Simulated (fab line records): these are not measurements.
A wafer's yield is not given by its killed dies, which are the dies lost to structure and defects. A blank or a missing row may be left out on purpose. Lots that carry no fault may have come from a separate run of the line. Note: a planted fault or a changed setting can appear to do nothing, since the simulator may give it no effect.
fab line records    flow n5_finfet
[record] lots = 6  wafers = 18  last_day = 16
route steps=1938 shown SDB@352 BEOL_M4@1111
lots that met no fault: from a run of the same line without faults
start_h: start of the lot's first displayed wafer, in hours after the record's first day    wait_h: time in hours since the lot's previous step    " same as the row above    L1.1+2: a single row standing in for several wafers    - no value present, or no start provided    * or withheld: withheld    < > ~ a bound
route shown NAME@n: names a module that has steps shown in the file, with the first one's number in the route    usual: average and standard deviation across the fault-free wafers    same: alike in all rows    chamber/n: place in a boat    sites: per-site readings    _std_site: standard deviation across them    _edge_site: the outer-site mean with the inner-site mean subtracted    radius_mm: for every site, how far away it sits from the centre of the wafer    mask NAME#n: copy n    behind: the most recent tool/chamber to have shaped the wafer    hold: what put the lot on hold/how long, in hours/how the hold closed    device: transistor that didn't switch, given as n, p or np    end of line: tests run on the same wafers once the route is complete    step lacking rows: just its recipe    killed: not the wafer's yield, but the dies lost to structure and defects at the first sort    map: shows each die of a wafer: x if killed, . if not, _ if none is there
set.NAME: the setting that was run; set.NAME@STEP: the one run at that earlier step    model.NAME: the simulator's own value behind a step, which no gauge read
a table for each step, a row for each wafer; lots at some steps of the route
services: from which hour (start_h, from the record's first day; less than 0 if before it) a tool's chamber was out of use, for how many hours, and why
[[steps]]
[step N5_SDB_SOFTBAKE_06]
[recipe] temp_c = 110  time_s = 60  resist = CAR-ArF
[step N5_SDB_EXPOSE_08]
[recipe] mask_id = SDB  na = 1.35  source_shape = conventional  sigma_outer = 0.5  polarization = unpolarized  dose_mj = 49.6
[step N5_SDB_PEB_09]
[recipe] peb_temp_c = withheld  peb_time_s = 60  resist = CAR-ArF
[step N5_SDB_DEVELOP_10]
[recipe] develop_time_s = 30  developer = TMAH  resist = CAR-ArF  rinse_liquid = diw  dry = air_spin  dev_temp_c = 23
[step N5_SDB_CD_MEAS_11]
[recipe] target_cd_nm = 50  landing_energy_ev = 500  detector = se_inlens  polarity = opening
[usual] cd_nm = 50.6/2.1
lot.wafer  tool       chamber  start_h  wait_h  cd_nm
L922.1     cd_sem-01  0        85.54    -       48.6
L922.2     "          0        "        "       51.2
L922.5     "          0        "        "       48.3
L928.2     cd_sem-02  0        121.33   -       52.0
L928.4     "          0        "        "       52.6
L928.6     "          0        "        "       51.9
L930.2     cd_sem-01  0        132.88   -       48.6
L930.3     "          0        "        "       50.9
L930.6     "          0        "        "       48.2
L931.2     cd_sem-03  0        137.64   -       46.8
L931.3     "          0        "        "       49.0
L931.4     "          0        "        "       47.3
L935.1     cd_sem-03  0        160.88   -       49.2
L935.2     "          0        "        "       48.1
L935.4     "          0        "        "       50.9
L936.3     cd_sem-03  0        166.63   -       49.6
L936.4     "          0        "        "       51.1
L936.5     "          0        "        "       52.3
[step N5_SDB_OVL_MEAS_12]
[recipe] points_per_wafer = 44
[usual] SDB_OVL = 0.1/0.76
lot.wafer  tool        chamber  start_h  wait_h  SDB_OVL[nm]
L922.1     overlay-01  0        85.57    0.0     -0.4
L922.2     "           0        "        "       -0.5
L922.5     "           0        "        "       -0.3
L928.2     overlay-02  0        121.36   0.0     0.3
L928.4     "           0        "        "       -0.4
L928.6     "           0        "        "       -0.6
L930.2     overlay-01  0        132.91   0.0     -0.7
L930.3     "           0        "        "       0.2
L930.6     "           0        "        "       -1.5
L931.2     overlay-02  0        137.67   0.0     0.5
L931.3     "           0        "        "       0.5
L931.4     "           0        "        "       1.1
L935.1     overlay-01  0        160.91   0.0     0.1
L935.2     "           0        "        "       0.6
L935.4     "           0        "        "       0.9
L936.3     overlay-02  0        166.66   0.0     1.6
L936.4     "           0        "        "       0.8
L936.5     "           0        "        "       0.8
[step N5_SDB_INSPECT_13]
[recipe] mode = adi  inspect_instrument = brightfield
[usual] raw_defect_count = 76/31
lot.wafer  tool               chamber  start_h  wait_h  raw_defect_count
L922.1     defect_inspect-02  -        85.59    0.0     146
L922.2     "                  -        "        "       60
L922.5     "                  -        "        "       72
L928.2     defect_inspect-01  -        121.38   0.0     56
L928.4     "                  -        "        "       130
L928.6     "                  -        "        "       70
L930.2     defect_inspect-02  -        132.93   0.0     55
L930.3     "                  -        "        "       77
L930.6     "                  -        "        "       102
L931.2     defect_inspect-02  -        137.69   0.0     51
L931.3     "                  -        "        "       93
L931.4     "                  -        "        "       91
L935.1     defect_inspect-01  -        160.94   0.0     25
L935.2     "                  -        "        "       82
L935.4     "                  -        "        "       45
L936.3     defect_inspect-02  -        166.69   0.0     50
L936.4     "                  -        "        "       67
L936.5     "                  -        "        "       85
[step N5_SDB_DESCUM_16]
[recipe] chemistry = O2  time_s = 7.9  source_power_w = 50  bias_power_w = 20  pressure_mtorr = 20  rf_frequency_hz = 2.712e+07  temp_c = 40  resist = CAR-ArF  o2_flow_sccm = 225
[usual] drypump_motor_current_A = 5.7/0.33  o2_flow_sccm = 225.1/0.68  oes_product_au = 0.81/0.084  rf_vpp_V = 243.4/1.3  showerhead_plenum_p_Torr = 2.10/0.056  temp_c = 40.01/0.11  throttle_valve_pct = 20.35/0.29
lot.wafer  tool         chamber  start_h  wait_h  drypump_motor_current_A  o2_flow_sccm  oes_product_au  rf_hours_counter_h  rf_vpp_V  showerhead_plenum_p_Torr  temp_c  throttle_valve_pct
L922.1     rie_diel-04  1        85.63    0.0     5.4                      225.2         0.72            180                 244.1     2.09                      40.03   20.32
L922.2     "            3        "        "       6.2                      224.2         0.85            49                  243.9     2.04                      40.02   20.21
L922.5     "            0        "        "       6.2                      226.0         0.95            -                   245.1     2.15                      40.12   20.17
L928.2     rie_diel-01  2        121.42   0.0     5.9                      224.8         0.69            222                 239.6     1.97                      40.22   20.76
L928.4     "            3        "        "       5.6                      226.3         0.88            43                  244.7     2.14                      40.00   20.57
L928.6     "            2        "        "       5.9                      225.7         0.70            -                   242.8     1.97                      40.06   20.77
L930.2     rie_diel-06  0        133.22   0.3     5.6                      225.4         0.85            35                  242.8     2.02                      40.19   19.76
L930.3     "            3        "        "       6.0                      225.0         0.83            82                  243.4     2.11                      40.11   20.20
L930.6     "            3        "        "       6.0                      224.6         0.83            -                   242.1     2.11                      40.07   20.21
L931.2     rie_diel-01  0        137.73   0.0     5.1                      226.3         0.91            21                  243.1     2.15                      39.93   20.35
L931.3     "            3        "        "       5.5                      224.1         0.88            49                  243.5     2.14                      39.91   20.60
L931.4     "            2        "        "       5.8                      224.7         0.69            228                 241.8     1.97                      39.91   20.78
L935.1     rie_diel-04  1        160.97   0.0     5.4                      225.1         0.70            209                 243.4     2.08                      40.15   20.35
L935.2     "            2        "        "       5.5                      225.2         0.72            190                 244.0     2.12                      40.16   19.94
L935.4     "            0        "        "       6.2                      225.5         0.89            37                  244.2     2.14                      40.12   20.17
L936.3     rie_diel-04  1        166.72   0.0     5.4                      225.0         0.70            211                 241.8     2.08                      40.11   20.37
L936.4     "            2        "        "       5.5                      224.7         0.71            192                 243.6     2.12                      40.05   19.94
L936.5     "            3        "        "       6.2                      226.2         0.80            -                   243.2     2.03                      39.90   20.24
[step N5_SDB_ETCH_17]
[recipe] chemistry = CF4  target = SiARC  target_depth_a = 234  mask_material = CAR-ArF  time_s = 39  ion_energy_ev = 80  pressure_mtorr = 40  source_w = 545  bias_w = 36  Ar_flow_sccm = 100  cf4_flow_sccm = 100  ends = cleared
[usual] drypump_motor_current_A = 5.7/0.33  etch_rf_on_time_s = 38.7/1.4  oes_product_au = 0.69/0.072  rf_vpp_V = 184.4/1  showerhead_plenum_p_Torr = 2.16/0.052  throttle_valve_pct = 15.55/0.28
lot.wafer  tool         chamber  start_h  wait_h  drypump_motor_current_A  etch_rf_on_time_s  oes_product_au  rf_hours_counter_h  rf_vpp_V  showerhead_plenum_p_Torr  throttle_valve_pct
L922.1     rie_diel-04  1        85.66    0.0     5.4                      38.9               0.63            180                 183.5     2.14                      15.55
L922.2     "            3        "        "       6.1                      38.9               0.72            49                  182.6     2.08                      15.31
L922.5     "            0        "        "       6.2                      37.5               0.81            -                   186.0     2.18                      15.20
L928.2     rie_diel-01  2        121.45   0.0     5.8                      40.5               0.58            222                 184.1     2.05                      16.12
L928.4     "            3        "        "       5.6                      39.1               0.74            43                  184.0     2.16                      15.60
L928.6     "            2        "        "       5.8                      40.5               0.58            -                   182.6     2.05                      16.13
L930.2     rie_diel-06  0        133.26   0.0     5.5                      41.0               0.71            35                  185.3     2.10                      15.16
L930.3     "            3        "        "       6.0                      39.3               0.72            82                  183.6     2.16                      15.37
L930.6     "            3        "        "       6.0                      39.0               0.72            -                   184.2     2.16                      15.40
L931.2     rie_diel-01  0        137.76   0.0     5.1                      37.3               0.77            21                  185.6     2.19                      15.44
L931.3     "            3        "        "       5.5                      39.9               0.72            49                  185.6     2.16                      15.60
L931.4     "            2        "        "       5.8                      40.9               0.57            228                 182.5     2.05                      16.14
L935.1     rie_diel-04  1        161.01   0.0     5.4                      39.7               0.60            209                 182.7     2.13                      15.58
L935.2     "            2        "        "       5.4                      36.4               0.63            190                 185.9     2.21                      15.45
L935.4     "            0        "        "       6.2                      37.0               0.76            37                  184.1     2.18                      15.26
L936.3     rie_diel-04  1        166.76   0.0     5.4                      40.2               0.60            211                 183.7     2.13                      15.61
L936.4     "            2        "        "       5.5                      36.7               0.62            192                 184.7     2.21                      15.44
L936.5     "            3        "        "       6.2                      39.6               0.68            -                   183.6     2.07                      15.37
[step N5_SDB_ETCH_18]
[recipe] chemistry = N2/H2  target = SOC  target_depth_a = 1000  overetch_a = 200  mask_material = SiARC  temp_c = 40  time_s = 150  ion_energy_ev = 200  pressure_mtorr = 30  source_w = 840  bias_w = 150  n2_flow_sccm = 200  h2_flow_sccm = 200
[usual] drypump_motor_current_A = 5.7/0.34  oes_product_au = 0.72/0.07  rf_vpp_V = 524.3/2  showerhead_plenum_p_Torr = 2.56/0.072  temp_c = 40.00/0.11  throttle_valve_pct = 17.79/0.26
lot.wafer  tool         chamber  start_h  wait_h  drypump_motor_current_A  oes_product_au  rf_hours_counter_h  rf_vpp_V  showerhead_plenum_p_Torr  temp_c  throttle_valve_pct
L922.1     rie_diel-04  1        85.70    0.0     5.4                      0.65            180                 523.8     2.52                      40.10   17.55
L922.2     "            3        "        "       6.2                      0.74            49                  521.3     2.46                      39.93   17.48
L922.5     "            0        "        "       6.2                      0.83            -                   525.6     2.61                      40.09   17.58
L928.2     rie_diel-01  2        121.49   0.0     5.8                      0.62            222                 521.9     2.41                      40.06   18.28
L928.4     "            3        "        "       5.5                      0.78            43                  525.0     2.59                      39.90   17.89
L928.6     "            2        "        "       5.8                      0.63            -                   520.0     2.41                      39.92   18.27
L930.2     rie_diel-06  0        133.29   0.0     5.5                      0.77            35                  522.5     2.51                      39.80   17.68
L930.3     "            3        "        "       6.0                      0.75            82                  525.3     2.57                      39.94   17.58
L930.6     "            3        "        "       6.0                      0.75            -                   523.1     2.57                      40.11   17.57
L931.2     rie_diel-01  0        137.80   0.0     5.1                      0.79            21                  526.4     2.64                      39.93   17.87
L931.3     "            3        "        "       5.5                      0.77            50                  525.5     2.58                      40.08   17.88
L931.4     "            2        "        "       5.8                      0.62            228                 518.8     2.41                      40.13   18.28
L935.1     rie_diel-04  1        161.04   0.0     5.4                      0.63            209                 523.3     2.51                      40.04   17.60
L935.2     "            2        "        "       5.5                      0.63            190                 525.8     2.64                      40.21   17.64
L935.4     "            0        "        "       6.2                      0.77            37                  526.0     2.60                      40.04   17.64
L936.3     rie_diel-04  1        166.79   0.0     5.4                      0.63            211                 523.5     2.51                      40.18   17.60
L936.4     "            2        "        "       5.5                      0.63            192                 526.5     2.64                      39.98   17.66
L936.5     "            3        "        "       6.2                      0.72            -                   522.4     2.45                      40.08   17.53
[step N5_SDB_STRIP_19]
[recipe] chemistry = N2/H2  temp_c = 40  n2_flow_sccm = 200  h2_flow_sccm = 200  rf_frequency_hz = 6e+07
[step N5_SDB_STRIP_21]
[recipe] chemistry = CF4  resist = SiARC  power_w = 300  bias_power_w = 75  pressure_mtorr = 50  cf4_flow_sccm = 150  rf_frequency_hz = 6e+07
[usual] drypump_motor_current_A = 5.7/0.33  oes_product_au = 0.79/0.077  rf_vpp_V = 271.3/1.3  showerhead_plenum_p_Torr = 1.81/0.051  throttle_valve_pct = 13.52/0.29
lot.wafer  tool         chamber  start_h  wait_h  drypump_motor_current_A  oes_product_au  rf_hours_counter_h  rf_vpp_V  showerhead_plenum_p_Torr  throttle_valve_pct
L922.1     rie_diel-04  1        85.84    0.0     5.4                      0.72            181                 270.0     1.79                      13.58
L922.2     "            3        "        "       6.2                      0.83            49                  269.3     1.72                      13.20
L922.5     "            0        "        "       6.2                      0.91            -                   271.8     1.83                      13.16
L928.2     rie_diel-01  2        121.63   0.0     5.9                      0.69            222                 268.7     1.71                      14.05
L928.4     "            3        "        "       5.5                      0.86            43                  273.4     1.82                      13.56
L928.6     "            2        "        "       5.9                      0.69            -                   269.9     1.70                      14.04
L930.2     rie_diel-06  0        133.43   0.0     5.5                      0.85            35                  269.7     1.76                      13.12
L930.3     "            3        "        "       6.0                      0.83            82                  271.5     1.81                      13.35
L930.6     "            3        "        "       6.0                      0.84            -                   270.9     1.81                      13.35
L931.2     rie_diel-01  0        137.94   0.0     5.1                      0.88            21                  272.2     1.85                      13.43
L931.3     "            3        "        "       5.5                      0.85            50                  272.5     1.82                      13.59
L931.4     "            2        "        "       5.8                      0.69            228                 267.8     1.70                      14.07
L935.1     rie_diel-04  1        161.18   0.0     5.4                      0.70            209                 271.7     1.79                      13.63
L935.2     "            2        "        "       5.5                      0.70            190                 272.3     1.85                      13.45
L935.4     "            0        "        "       6.2                      0.86            37                  272.0     1.83                      13.20
L936.3     rie_diel-04  1        166.93   0.0     5.4                      0.70            211                 269.5     1.79                      13.61
L936.4     "            2        "        "       5.5                      0.70            192                 271.9     1.85                      13.45
L936.5     "            3        "        "       6.1                      0.79            -                   269.4     1.71                      13.26
[step N5_SDB_HM_OPEN_20]
[recipe] chemistry = CH3F/O2  target = SiNx  mask_material = SOC  target_depth_a = 240  stop_on = poly-Si  over_etch_frac = 0.4  ion_energy_ev = 120  pressure_mtorr = 30  source_w = 395  bias_w = 73  Ar_flow_sccm = 150  CH3F_flow_sccm = 30  O2_flow_sccm = 20
[usual] drypump_motor_current_A = 5.7/0.33  oes_product_au = 0.66/0.065  rf_vpp_V = 300/9.2  showerhead_plenum_p_Torr = 2.01/0.044  throttle_valve_pct = 16.28/0.29
lot.wafer  tool         chamber  start_h  wait_h  drypump_motor_current_A  oes_product_au  rf_hours_counter_h  rf_vpp_V  showerhead_plenum_p_Torr  throttle_valve_pct  model.SOC_of_SDB_COAT_03.thk_nm  model.etch.depth_nm
L922.1     rie_diel-04  1        85.86    0.0     5.4                      0.59            181                 305       2.00                      16.27               83.6                             23.72
L922.2     "            3        "        "       6.1                      0.68            49                  299       1.97                      16.20               83.6                             23.35
L922.5     "            0        "        "       6.2                      0.77            -                   309       2.04                      15.92               83                               24.28
L928.2     rie_diel-01  2        121.65   0.0     5.8                      0.57            222                 294       1.92                      16.95               84.6                             23.49
L928.4     "            3        "        "       5.5                      0.74            43                  307       2.01                      16.29               84                               25.35
L928.6     "            2        "        "       5.8                      0.57            -                   293       1.92                      16.94               84.6                             24.24
L930.2     rie_diel-06  0        133.45   0.0     5.6                      0.69            35                  317       1.95                      15.84               84.4                             23.13
L930.3     "            3        "        "       6.0                      0.69            82                  286       2.02                      16.13               84.4                             23.66
L930.6     "            3        "        "       6.0                      0.69            -                   286       2.02                      16.13               84.2                             24.26
L931.2     rie_diel-01  0        137.96   0.0     5.1                      0.73            21                  290       2.03                      16.09               84                               23.63
L931.3     "            3        "        "       5.5                      0.71            50                  304       2.01                      16.28               83.6                             24.03
L931.4     "            2        "        "       5.8                      0.58            228                 294       1.92                      16.96               84.2                             24.49
L935.1     rie_diel-04  1        161.20   0.0     5.4                      0.51            209                 305       1.99                      16.31               91.6                             17.94
L935.2     "            2        "        "       5.5                      0.58            190                 285       2.07                      16.16               83.6                             23.37
L935.4     "            0        "        "       6.2                      0.71            37                  309       2.03                      15.95               83.8                             24.42
L936.3     rie_diel-04  1        166.95   0.0     5.4                      0.57            211                 305       1.99                      16.32               84.6                             23.49
L936.4     "            2        "        "       5.5                      0.59            192                 287       2.07                      16.17               83.6                             24.3
L936.5     "            3        "        "       6.1                      0.57            -                   300       1.96                      16.25               91.8                             18.15
[step N5_SDB_STRIP_22]
[recipe] chemistry = N2/H2  power_w = 1000  temp_c = 250  h2_frac = 0.65  overash_fraction = 0.3  pressure_mtorr = withheld  n2_flow_sccm = 1750  h2_flow_sccm = 3250
[usual] drypump_motor_current_A = 5.7/0.36  heater_power_w = 356/39  oes_product_au = 0.715/0.0045  strip_time_to_endpoint_s = 96.1/0.43  temp_c = 250.01/0.19
lot.wafer  tool             chamber  start_h  wait_h  drypump_motor_current_A  heater_power_w  oes_product_au  rf_hours_counter_h  strip_time_to_endpoint_s  temp_c
L922.1     plasma_asher-01  1        85.94    0.1     5.2                      377             0.720           81                  95.8                      249.91
L922.2     "                0        "        "       6.1                      325             0.720           81                  95.8                      249.94
L922.5     "                0        "        "       6.1                      315             0.712           -                   95.3                      249.84
L928.2     plasma_asher-01  1        121.73   0.1     5.2                      372             0.718           88                  96.7                      249.95
L928.4     "                0        "        "       6.1                      310             0.710           -                   96.2                      250.23
L928.6     "                0        "        "       6.1                      310             0.711           -                   96.8                      250.31
L930.2     plasma_asher-01  1        133.53   0.1     5.2                      383             0.713           91                  96.6                      250.06
L930.3     "                0        "        "       6.1                      304             0.710           -                   96.6                      249.86
L930.6     "                0        "        "       6.1                      310             0.720           -                   96.4                      249.94
L931.2     plasma_asher-01  1        138.04   0.1     5.2                      373             0.722           91                  96.2                      250.05
L931.3     "                0        "        "       6.1                      313             0.716           -                   95.9                      250.17
L931.4     "                1        "        "       5.2                      374             0.711           -                   96.4                      249.80
L935.1     plasma_asher-01  1        161.29   0.1     5.2                      377             0.725           94                  103.3                     250.50
L935.2     "                0        "        "       6.2                      319             0.713           94                  95.9                      250.00
L935.4     "                1        "        "       5.2                      379             0.714           -                   96.0                      250.13
L936.3     plasma_asher-02  0        167.07   0.1     5.4                      416             0.711           -                   96.8                      249.98
L936.4     "                1        "        "       5.9                      319             0.709           -                   95.9                      250.40
L936.5     "                1        "        "       5.9                      326             0.717           -                   103.5                     250.19
[step N5_SDB_PRECLEAN_23]
[recipe] chemistry = dHF  time_s = 30  temp_c = 25  dilution = withheld
[step N5_BEOL_M4_RC_MEAS_101]
[usual] DIBL_N = 36.0/2.2  DIBL_P = 35.9/2.6  IOFF_N = 0.16/0.038  IOFF_P = 0.21/0.042  ION_N = 675/15  ION_P = 463/10  SS_N = 71.5/0.62  SS_P = 73.2/0.76  VT_N = 250/4.1  VT_P = -251/3.6
lot.wafer  tool       chamber  start_h  wait_h  DIBL_N[mV/V]  DIBL_P[mV/V]  IOFF_N[nA/um]  IOFF_P[nA/um]  ION_N[uA/um]  ION_P[uA/um]  SS_N[mV/dec]  SS_P[mV/dec]  VT_N[mV]  VT_P[mV]
L922.1     prober-02  0        194.10   0.0     33.9          33.8          0.12           0.14           668           453           71.6          72.6          255       -257
L922.2     "          0        "        "       33.6          33.6          0.12           0.15           665           455           71.1          73.0          252       -255
L922.5     "          0        "        "       33.2          33.9          0.11           0.14           657           457           71.0          72.8          254       -258
L928.2     prober-02  0        216.01   0.2     37.0          34.9          0.14           0.16           671           449           71.9          73.1          254       -257
L928.4     "          0        "        "       36.9          36.5          0.16           0.19           683           458           72.4          73.1          252       -256
L928.6     "          0        "        "       34.9          33.9          0.11           0.15           661           445           71.1          73.0          256       -257
L930.2     prober-01  0        230.65   0.2     37.6          35.9          0.17           0.25           688           479           71.0          73.6          251       -247
L930.3     "          0        "        "       36.6          33.7          0.13           0.20           673           468           70.5          72.3          251       -250
L930.6     "          0        "        "       36.8          33.6          0.14           0.21           660           454           71.1          73.3          251       -249
L931.2     prober-01  0        247.44   0.2     35.2          36.6          0.15           0.20           673           460           71.2          72.6          249       -249
L931.3     "          0        "        "       34.9          37.1          0.16           0.21           685           467           71.1          72.7          246       -248
L931.4     "          0        "        "       36.3          36.2          0.14           0.19           647           444           72.0          72.4          253       -251
L935.1     prober-01  0        262.09   0.0     34.9          36.9          0.16           0.23           678           471           70.9          73.9          248       -248
L935.2     "          0        "        "       36.0          37.1          0.17           0.23           681           461           71.4          73.7          244       -248
L935.4     "          0        "        "       37.8          40.2          0.24           0.28           723           484           72.0          74.1          239       -247
L936.3     prober-02  0        267.24   0.3     37.6          39.1          0.19           0.26           685           472           72.3          73.6          245       -246
L936.4     "          0        "        "       40.7          42.4          0.25           0.32           700           477           72.1          74.5          241       -245
L936.5     "          0        "        "       37.0          37.4          0.18           0.24           661           457           71.7          73.2          247       -249
[[services]]
tool             chamber  start_h  hours  kind
rie_diel-01      3        64.59    9.1    repair
rie_diel-06      3        73.33    7.0    repair
rie_diel-04      0        102.22   2.3    repair
plasma_asher-01  -        149.50   9.1    repair
rie_diel-06      0        155.65   13.1   repair
[[key]]
[first_sign] step = N5_SDB_STRIP_22  reading = strip_time_to_endpoint_s  direction = up  sigmas = 17  usual = *  struck = *
effect none on later readings
[model_effect] step = N5_SDB_HM_OPEN_20  value = SOC_of_SDB_COAT_03.thk_nm  without = 84.5  struck = 91.7
met_at N5_SDB_HM_OPEN_20
struck_wafers L935.1,L936.5
sort_left_out L935.1,L936.5
onset_between 85.86 161.20
[fault] kind = process_parameter_drift  tool = rie_diel-04  chamber = -  onset_h = 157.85  steps = N5_SDB_HM_OPEN_20  channel = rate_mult  offset = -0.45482  shape = step  end_h = 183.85  scope = struck_wafers_only
// sort_left_out: the simulated sort isn't trusted on such a fault, so these wafers' sort isn't shown, and their yield isn't known
